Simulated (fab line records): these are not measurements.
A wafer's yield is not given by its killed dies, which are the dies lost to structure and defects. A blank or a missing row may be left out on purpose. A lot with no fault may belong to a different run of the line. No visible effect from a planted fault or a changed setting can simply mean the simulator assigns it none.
Split-lot study || flow n5_finfet || 7 lots, 21 wafers read, on a route of 1938 steps

== ABOUT THE SPLIT ==
At N5_BEOL_M1_TRENCH_ETCH_37 (etches SiOC in C4F6/O2, target depth 55.207 nm, time 29 s), the setting time_s was moved away from the recipe's 29 s on 9 of the 21 wafers read, by -18.5% to +17.7%. This setting was run at the recipe's value on the other wafers.

== FROM THE SPLIT TO THE READING: what the file shows between them, 2 steps ==
- N5_BEOL_M1_ETCH_41: etches SiCN in CH3F/O2, target depth 31.9 nm, time 57.8 s
- N5_BEOL_M1_STRIP_97: strips in N2/H2, time 10 s

== THE READING ==
trench_depth_nm, in nm, at N5_BEOL_M1_OCD_MEAS_38. Fault-free wafers of this fab line usually give 55.2 nm, standard deviation 0.89 nm.

{"wafer": "L075.3", "tool, chamber at the split": "rie_diel-02, 0", "time_s as run, s": 34.14, "against the recipe": "+17.7%", "trench_depth_nm, nm": 63.3, "against lot-mates on the recipe": "+7.5"}
{"wafer": "L075.5", "tool, chamber at the split": "rie_diel-02, 1", "time_s as run, s": 29, "against the recipe": "recipe", "trench_depth_nm, nm": 55.8, "against lot-mates on the recipe": "-"}
{"wafer": "L075.6", "tool, chamber at the split": "rie_diel-02, 2", "time_s as run, s": 34.14, "against the recipe": "+17.7%", "trench_depth_nm, nm": 64.9, "against lot-mates on the recipe": "+9.1"}
{"wafer": "L085.1", "tool, chamber at the split": "rie_diel-02, 1", "time_s as run, s": 29, "against the recipe": "recipe", "trench_depth_nm, nm": 53.6, "against lot-mates on the recipe": "-"}
{"wafer": "L085.5", "tool, chamber at the split": "rie_diel-02, 3", "time_s as run, s": 29, "against the recipe": "recipe", "trench_depth_nm, nm": 54.3, "against lot-mates on the recipe": "-"}
{"wafer": "L085.6", "tool, chamber at the split": "rie_diel-02, 1", "time_s as run, s": 23.64, "against the recipe": "-18.5%", "trench_depth_nm, nm": 43.9, "against lot-mates on the recipe": -10.1}
{"wafer": "L088.2", "tool, chamber at the split": "rie_diel-02, 3", "time_s as run, s": 29, "against the recipe": "recipe", "trench_depth_nm, nm": 55.1, "against lot-mates on the recipe": "-"}
{"wafer": "L088.4", "tool, chamber at the split": "rie_diel-02, 1", "time_s as run, s": 25.38, "against the recipe": "-12.5%", "trench_depth_nm, nm": 47.7, "against lot-mates on the recipe": -7.4}
{"wafer": "L088.6", "tool, chamber at the split": "rie_diel-02, 2", "time_s as run, s": 25.38, "against the recipe": "-12.5%", "trench_depth_nm, nm": 47.9, "against lot-mates on the recipe": -7.2}
{"wafer": "L089.1", "tool, chamber at the split": "rie_diel-02, 2", "time_s as run, s": 29, "against the recipe": "recipe", "trench_depth_nm, nm": 54.8, "against lot-mates on the recipe": "-"}
{"wafer": "L089.4", "tool, chamber at the split": "rie_diel-02, 0", "time_s as run, s": 29, "against the recipe": "recipe", "trench_depth_nm, nm": 55.6, "against lot-mates on the recipe": "-"}
{"wafer": "L089.6", "tool, chamber at the split": "rie_diel-02, 2", "time_s as run, s": 29, "against the recipe": "recipe", "trench_depth_nm, nm": 54.8, "against lot-mates on the recipe": "-"}
{"wafer": "L093.1", "tool, chamber at the split": "rie_diel-06, 0", "time_s as run, s": 29, "against the recipe": "recipe", "trench_depth_nm, nm": 56.0, "against lot-mates on the recipe": "-"}
{"wafer": "L093.3", "tool, chamber at the split": "rie_diel-06, 3", "time_s as run, s": 33.62, "against the recipe": "+15.9%", "trench_depth_nm, nm": 65.0, "against lot-mates on the recipe": "+9.0"}
{"wafer": "L093.6", "tool, chamber at the split": "rie_diel-06, 0", "time_s as run, s": 33.62, "against the recipe": "+15.9%", "trench_depth_nm, nm": 65.4, "against lot-mates on the recipe": "+9.4"}
{"wafer": "L095.2", "tool, chamber at the split": "rie_diel-06, 2", "time_s as run, s": 29, "against the recipe": "recipe", "trench_depth_nm, nm": 55.4, "against lot-mates on the recipe": "-"}
{"wafer": "L095.5", "tool, chamber at the split": "rie_diel-06, 3", "time_s as run, s": 29, "against the recipe": "recipe", "trench_depth_nm, nm": 56.0, "against lot-mates on the recipe": "-"}
{"wafer": "L095.6", "tool, chamber at the split": "rie_diel-06, 2", "time_s as run, s": 29, "against the recipe": "recipe", "trench_depth_nm, nm": 55.4, "against lot-mates on the recipe": "-"}
{"wafer": "L096.2", "tool, chamber at the split": "rie_diel-02, 3", "time_s as run, s": 29, "against the recipe": "recipe", "trench_depth_nm, nm": 55.7, "against lot-mates on the recipe": "-"}
{"wafer": "L096.3", "tool, chamber at the split": "rie_diel-02, 1", "time_s as run, s": 31.59, "against the recipe": "+8.9%", "trench_depth_nm, nm": 60.3, "against lot-mates on the recipe": "+4.6"}
{"wafer": "L096.6", "tool, chamber at the split": "rie_diel-02, 3", "time_s as run, s": 31.59, "against the recipe": "+8.9%", "trench_depth_nm, nm": 59.7, "against lot-mates on the recipe": "+4.0"}

THE FIT
A straight line over all 21 wafers: trench_depth_nm changes by +0.574 nm for each +1% of time_s; r = +0.99; the points scatter about the line by 0.81 nm.
The same after taking each lot's own level away (the mean of its wafers on the recipe; 21 wafers): +0.533 nm for each +1%; r = +0.99; scatter 0.6 nm.
The reading moves by 9.9 nm for the largest change in time_s, on that fit.
From 53.95 to 56.00 nm: that is the span of the lots' own levels, equal to 2.3 times the standard deviation above.
The two slopes are in agreement: the lot-to-lot level therefore moves the slope only a little.
Check: -9.99 nm against its lot-mates is what the line predicts for one of the wafers moved furthest among these (-18.5%) when that wafer is left out of the fit. It came out at -10.1 nm against them.

== THE OTHER SPLITS THESE WAFERS WENT THROUGH ==
Note: prior to the reading, these wafers also went through further splits. Each is held against what the fit with the lots' levels taken away leaves over:
{"other split on the same wafers": "N5_BEOL_M1_HM_DEP_02 target_thk_a", "wafers away from the commonest value": 9, "r with trench_depth_nm (lot level and that fit taken away)": -0.29}
{"other split on the same wafers": "N5_BEOL_M1_COAT_61 spin_rpm", "wafers away from the commonest value": 7, "r with trench_depth_nm (lot level and that fit taken away)": -0.19}
{"other split on the same wafers": "N5_BEOL_M1_ALD_98 ald_cycles", "wafers away from the commonest value": 2, "r with trench_depth_nm (lot level and that fit taken away)": "+0.04"}

== THE WHOLE CHAIN: every reading that the file lists as answering this split, in the file's order ==
{"step": "N5_BEOL_M1_TRENCH_ETCH_37", "what it does": "etches SiOC in C4F6/O2, target depth 55.207 nm, time 29 s", "reading": "BEOL_M1.feature_depth_nm (the simulator's own value, which no gauge read)", "change (the file's fit)": "+0.547 nm for each +1% of the setting", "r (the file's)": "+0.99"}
{"step": "N5_BEOL_M1_TRENCH_ETCH_37", "what it does": "etches SiOC in C4F6/O2, target depth 55.207 nm, time 29 s", "reading": "etch.depth_nm (the simulator's own value, which no gauge read)", "change (the file's fit)": "+0.545 nm for each +1% of the setting", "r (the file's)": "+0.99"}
{"step": "N5_BEOL_M1_OCD_MEAS_38", "what it does": "", "reading": "trench_depth_nm", "change (the file's fit)": "+0.533 nm for each +1% of the setting", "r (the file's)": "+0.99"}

== THE FILE'S OWN FIT ==
trench_depth_nm changes by +0.533 nm for each +1% of time_s, r = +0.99.
